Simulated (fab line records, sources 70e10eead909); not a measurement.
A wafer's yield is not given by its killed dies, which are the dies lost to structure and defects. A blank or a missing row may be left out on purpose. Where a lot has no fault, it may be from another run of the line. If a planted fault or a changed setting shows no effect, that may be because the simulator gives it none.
fab line records ; flow nand_harc ; part 2 of 2: steps 17 to 27 of 27
[record] lots = 5; wafers = 15; last_day = 24
route steps=1159 shown A_STAIRCASE@577
lots that met no fault: taken from a fault-free run of the same line
start_h: hours from the record's first day to the start of the lot's first wafer shown ; wait_h: hours since the lot's step before ; " repeats the value in the row above ; L1.1+2: one row covering several wafers at once ; - either no value or no given start ; * or withheld: withheld ; < > ~ a bound
route shown NAME@n: a module of which the file shows steps, and the number in the route of the first ; usual: mean and standard deviation over wafers with no fault ; same: alike in all rows ; chamber/n: place in a boat ; sites: the reading at each site ; _std_site: the values' standard deviation ; _edge_site: outer sites' mean less inner sites' ; radius_mm: for every site, how far away it sits from the centre of the wafer ; mask NAME#n: copy n ; behind: the last tool/chamber to shape the wafer ; hold: what put the lot on hold/how long, in hours/how the hold closed ; device: the n, p or np transistor that did not switch ; end of line: tests run on the same wafers once the route is complete ; a step given without rows: its recipe and nothing more ; killed: the dies lost at the first sort to structure and to defects; this is not the yield of the wafer ; map: a wafer's dies, marking killed ones x, the rest . and places with no die _
set.NAME: the setting the step ran with; set.NAME@STEP: the setting that earlier step ran with ; model.NAME: the simulator's own value behind a step, which no gauge read
lots seen at some steps along the route; tables by step, rows by wafer
services: when a tool's chamber went out of use (start_h, in hours from the record's first day, below 0 if earlier), for how many hours, and the reason
[[steps]]
[step NHARC_A_STAIRCASE_ETCH_201]
[recipe] target_depth_a = 1000; time_s = 40.5; ion_energy_ev = 400; c4f8_flow_sccm = 20; o2_flow_sccm = 10; ar_flow_sccm = withheld; rf_w = 600; bias_w = 1000; chemistry = C4F8/O2
[usual] oes_product_au = 0.942/0.016; rf_vpp_V = 896/5.5
lot.wafer;tool;chamber;start_h;wait_h;oes_product_au;rf_hours_counter_h;rf_vpp_V
L076.3;rie_diel-08;2;-;-;0.922;51;904
L076.4;rie_diel-08;3;-;-;0.933;53;888
L076.5;rie_diel-08;2;-;-;0.935;-;907
L084.2;rie_diel-01;0;-;-;0.933;42;901
L084.3;rie_diel-01;1;-;-;0.924;57;889
L084.5;rie_diel-01;3;-;-;0.929;-;903
L087.3;rie_diel-04;2;-;-;0.930;10;894
L087.2;rie_diel-04;3;-;-;0.939;5;890
L087.6;rie_diel-04;1;-;-;0.922;-;895
L085.4;rie_diel-01;3;-;-;0.954;0;901
L085.2;rie_diel-01;0;-;-;0.939;0;901
L085.5;rie_diel-01;1;-;-;0.945;-;889
L095.4;rie_diel-01;3;-;-;0.960;13;901
L095.3;rie_diel-01;1;-;-;0.940;14;887
L095.1;rie_diel-01;2;-;-;0.946;12;898
[step NHARC_A_STAIRCASE_TRIM_202]
[recipe] time_s = 211.2; o2_flow_sccm = 500; ar_flow_sccm = 0; bias_w = 0; chemistry = O2
[usual] drypump_motor_current_A = 5.5/0.47; oes_product_au = 0.997/0.007; rf_vpp_V = 57.6/0.92; showerhead_plenum_p_Torr = 3.52/0.15; throttle_valve_pct = 17.037/0.0088
lot.wafer;tool;chamber;start_h;wait_h;drypump_motor_current_A;oes_product_au;rf_hours_counter_h;rf_vpp_V;showerhead_plenum_p_Torr;throttle_valve_pct
L076.3;rie_diel-08;2;-;-;5.2;1.000;51;59.3;3.78;17.035
L076.4;rie_diel-08;3;-;-;5.5;0.995;53;57.4;3.30;17.036
L076.5;rie_diel-08;2;-;-;5.2;0.987;-;58.1;3.78;17.025
L084.3;rie_diel-01;0;-;-;5.8;0.998;42;57.2;3.67;17.040
L084.2;rie_diel-01;2;-;-;4.8;1.004;60;57.9;3.57;17.039
L084.5;rie_diel-01;3;-;-;5.2;0.995;-;59.1;3.68;17.036
L087.3;rie_diel-04;3;-;-;6.7;0.996;5;55.1;3.38;17.033
L087.2;rie_diel-04;0;-;-;5.9;0.987;10;56.9;3.60;17.045
L087.6;rie_diel-04;1;-;-;5.0;1.006;-;56.7;3.49;17.027
L085.4;rie_diel-01;0;-;-;5.8;0.995;0;57.6;3.66;17.042
L085.2;rie_diel-01;1;-;-;5.5;0.997;0;57.7;3.34;17.033
L085.5;rie_diel-01;1;-;-;5.5;0.998;-;56.7;3.34;17.035
L095.3;rie_diel-01;1;-;-;5.5;1.001;14;56.9;3.33;17.033
L095.4;rie_diel-01;2;-;-;4.8;0.997;12;58.0;3.57;17.032
L095.1;rie_diel-01;0;-;-;5.8;1.000;14;57.1;3.66;17.042
[step NHARC_A_STAIRCASE_ETCH_203]
[recipe] target_depth_a = 1000; time_s = 40.5; ion_energy_ev = 400; c4f8_flow_sccm = 20; o2_flow_sccm = 10; ar_flow_sccm = withheld; rf_w = 600; bias_w = 1000; chemistry = C4F8/O2
[usual] oes_product_au = 0.940/0.0095; rf_vpp_V = 896/5.7
lot.wafer;tool;chamber;start_h;wait_h;oes_product_au;rf_hours_counter_h;rf_vpp_V
L076.3;rie_diel-08;3;-;-;0.927;53;887
L076.4;rie_diel-08;2;-;-;0.929;51;904
L076.5;rie_diel-08;0;-;-;0.945;-;888
L084.2;rie_diel-01;2;-;-;0.944;60;897
L084.3;rie_diel-01;3;-;-;0.935;47;901
L084.5;rie_diel-01;3;-;-;0.937;-;901
L087.3;rie_diel-04;2;-;-;0.929;10;895
L087.2;rie_diel-04;0;-;-;0.936;10;898
L087.6;rie_diel-04;1;-;-;0.945;-;895
L085.4;rie_diel-01;2;-;-;0.960;0;898
L085.2;rie_diel-01;3;-;-;0.955;0;902
L085.5;rie_diel-01;0;-;-;0.945;-;901
L095.1;rie_diel-01;0;-;-;0.964;14;901
L095.3;rie_diel-01;1;-;-;0.932;14;888
L095.4;rie_diel-01;2;-;-;0.940;12;898
[step NHARC_A_STAIRCASE_STRIP_205]
[recipe] power_w = 1500; temp_c = 250; chemistry = O2
[usual] drypump_motor_current_A = 6.0/0.49; heater_power_w = 333/22; rf_refl_power_W = 19/8; temp_c = 249.98/0.19
lot.wafer;tool;chamber;start_h;wait_h;drypump_motor_current_A;heater_power_w;rf_hours_counter_h;rf_refl_power_W;temp_c
L076.3;plasma_asher-02;0;259.72;0.2;5.8;343;-;20;250.34
L076.4;plasma_asher-02;1;259.72;0.2;5.3;378;-;17;250.22
L076.5;plasma_asher-02;1;259.72;0.2;5.3;379;-;17;249.98
L084.2;plasma_asher-01;0;296.53;0.1;6.6;317;4;11;250.09
L084.3;plasma_asher-01;0;296.53;0.1;6.6;314;-;11;250.18
L084.5;plasma_asher-01;0;296.53;0.1;6.6;320;-;11;250.04
L087.2;plasma_asher-01;0;320.75;0.7;6.6;317;12;11;250.01
L087.3;plasma_asher-01;1;320.75;0.7;5.7;326;-;29;249.88
L087.6;plasma_asher-01;0;320.75;0.7;6.7;321;-;11;249.88
L085.2;plasma_asher-01;1;326.38;0.1;5.7;335;14;28;250.13
L085.4;plasma_asher-01;1;326.38;0.1;5.7;324;-;28;250.00
L085.5;plasma_asher-01;0;326.38;0.1;6.6;308;-;10;250.03
L095.1;plasma_asher-01;1;363.42;0.7;5.7;325;26;28;250.01
L095.4;plasma_asher-01;1;363.42;0.7;5.7;323;-;28;250.24
L095.3;plasma_asher-01;0;363.42;0.7;6.6;326;-;11;250.04
[step NHARC_A_STAIRCASE_STRIP_206]
[recipe] time_s = 900; temp_c = 130; chemistry = SPM
[usual] temp_c = 130.01/0.15
lot.wafer;tool;chamber;start_h;wait_h;temp_c
L076.5;wet_bench-04;1;259.97;0.1;130.15
L076.3;wet_bench-04;3;259.97;0.1;130.27
L076.4;wet_bench-04;4;259.97;0.1;129.75
L084.2;wet_bench-04;5;296.83;0.3;129.99
L084.5;wet_bench-04;0;296.83;0.3;129.88
L084.3;wet_bench-04;1;296.83;0.3;130.37
L087.6;wet_bench-09;3;321.05;0.1;130.15
L087.3;wet_bench-09;4;321.05;0.1;130.05
L087.2;wet_bench-09;0;321.05;0.1;130.12
L085.2;wet_bench-09;4;326.73;0.3;129.99
L085.4;wet_bench-09;5;326.73;0.3;129.88
L085.5;wet_bench-09;7;326.73;0.3;129.92
L095.3;wet_bench-01;5;363.76;0.2;130.32
L095.4;wet_bench-01;0;363.76;0.2;129.83
L095.1;wet_bench-01;2;363.76;0.2;130.14
[step NHARC_A_STAIRCASE_PRECLEAN_207]
[recipe] time_s = *; temp_c = 50; bath_age_min = 0; chemistry = SC1
[usual] sc1_h2o2_end_mol_l = 0.3698/0.00065; temp_c = 50.01/0.11
[same] bath_age_min = 0
lot.wafer;tool;chamber;start_h;wait_h;sc1_h2o2_end_mol_l;temp_c
L076.5;wet_bench-04;1;-;-;0.3696;49.88
L076.3;wet_bench-04;3;-;-;0.3691;49.92
L076.4;wet_bench-04;4;-;-;0.3698;49.98
L084.2;wet_bench-04;5;-;-;0.3690;50.15
L084.5;wet_bench-04;0;-;-;0.3705;49.91
L084.3;wet_bench-04;1;-;-;0.3697;50.10
L087.6;wet_bench-09;3;-;-;0.3699;49.96
L087.3;wet_bench-09;4;-;-;0.3696;50.00
L087.2;wet_bench-09;0;-;-;0.3705;50.14
L085.2;wet_bench-09;4;-;-;0.3703;50.02
L085.4;wet_bench-09;5;-;-;0.3702;50.08
L085.5;wet_bench-09;7;-;-;0.3709;49.98
L095.3;wet_bench-01;5;-;-;0.3685;49.97
L095.4;wet_bench-01;0;-;-;0.3698;50.00
L095.1;wet_bench-01;2;-;-;0.3698;50.21
[step NHARC_A_STAIRCASE_SRD_208]
lot.wafer;tool;chamber;start_h;wait_h
L076.5+3+4;wet_bench-04;1,3,4;-;-
L084.2+5+3;wet_bench-04;5,0,1;-;-
L087.6+3+2;wet_bench-09;3,4,0;-;-
L085.2+4+5;wet_bench-09;4,5,7;-;-
L095.3+4+1;wet_bench-01;5,0,2;-;-
[step NHARC_A_STAIRCASE_DEHYDRATE_209]
[recipe] temp_c = 150; time_s = 120
[usual] heater_power_total_W = 182.5/1.2
lot.wafer;tool;chamber;start_h;wait_h;heater_power_total_W
L076.3;litho_track-07;0;260.43;-;182.4
L076.4;litho_track-07;0;260.43;-;181.3
L076.5;litho_track-07;0;260.43;-;182.4
L084.2;litho_track-07;0;297.29;-;183.4
L084.3;litho_track-07;0;297.29;-;183.6
L084.5;litho_track-07;0;297.29;-;181.2
L087.2;litho_track-02;0;321.51;-;183.9
L087.3;litho_track-02;0;321.51;-;180.5
L087.6;litho_track-02;0;321.51;-;181.1
L085.2;litho_track-02;0;327.18;-;182.1
L085.4;litho_track-02;0;327.18;-;184.7
L085.5;litho_track-02;0;327.18;-;181.4
L095.1;litho_track-02;0;364.22;-;182.6
L095.3;litho_track-02;0;364.22;-;183.3
L095.4;litho_track-02;0;364.22;-;183.6
[step NHARC_A_STAIRCASE_HMDS_210]
[recipe] time_s = 30
lot.wafer;tool;chamber;start_h;wait_h
L076.3+4+5;litho_track-07;0;-;-
L084.2+3+5;litho_track-07;0;-;-
L087.2+3+6;litho_track-02;0;-;-
L085.2+4+5;litho_track-02;0;-;-
L095.1+3+4;litho_track-02;0;-;-
[step NHARC_A_STAIRCASE_COAT_211]
[recipe] spin_rpm = 1200
lot.wafer;tool;chamber;start_h;wait_h
L076.3+4+5;litho_track-07;0;-;-
L084.2+3+5;litho_track-07;0;-;-
L087.2+3+6;litho_track-02;0;-;-
L085.2+4+5;litho_track-02;0;-;-
L095.1+3+4;litho_track-02;0;-;-
[step NHARC_A_STAIRCASE_SOFTBAKE_212]
[recipe] temp_c = 135; time_s = 170
[usual] heater_power_total_W = 134.5/0.95
lot.wafer;tool;chamber;start_h;wait_h;heater_power_total_W
L076.3;litho_track-07;0;-;-;135.2
L076.4;litho_track-07;0;-;-;135.2
L076.5;litho_track-07;0;-;-;135.6
L084.2;litho_track-07;0;-;-;135.6
L084.3;litho_track-07;0;-;-;134.2
L084.5;litho_track-07;0;-;-;134.9
L087.2;litho_track-02;0;-;-;135.6
L087.3;litho_track-02;0;-;-;135.5
L087.6;litho_track-02;0;-;-;133.3
L085.2;litho_track-02;0;-;-;135.6
L085.4;litho_track-02;0;-;-;133.2
L085.5;litho_track-02;0;-;-;134.3
L095.1;litho_track-02;0;-;-;133.4
L095.3;litho_track-02;0;-;-;133.2
L095.4;litho_track-02;0;-;-;133.3
[[services]]
tool;chamber;start_h;hours;kind
litho_track-05;-;237.00;7.0;pm
rie_diel-08;0;256.70;-;clean
rie_diel-08;1;256.70;-;clean
rie_diel-08;2;256.70;-;clean
rie_diel-08;3;256.70;-;clean
rie_diel-04;3;257.33;51.6;repair
plasma_asher-01;-;276.05;9.0;pm
rie_diel-08;0;281.20;-;clean
rie_diel-08;1;281.20;-;clean
rie_diel-08;2;281.20;-;clean
rie_diel-08;3;281.20;-;clean
plasma_asher-02;-;283.88;3.5;repair
wet_bench-09;-;288.80;8.0;pm
rie_diel-04;-;289.02;9.0;pm
rie_diel-08;-;302.10;9.0;pm
rie_diel-08;0;302.10;9.0;vent_cycle
rie_diel-08;1;302.10;9.0;vent_cycle
rie_diel-04;1;307.14;9.6;repair
rie_diel-01;-;315.57;9.0;pm
litho_track-02;-;340.00;7.0;pm
plasma_asher-01;-;340.79;3.9;repair
rie_diel-08;1;346.30;13.8;repair
plasma_asher-02;-;360.08;9.0;pm
litho_track-07;-;364.01;7.0;pm
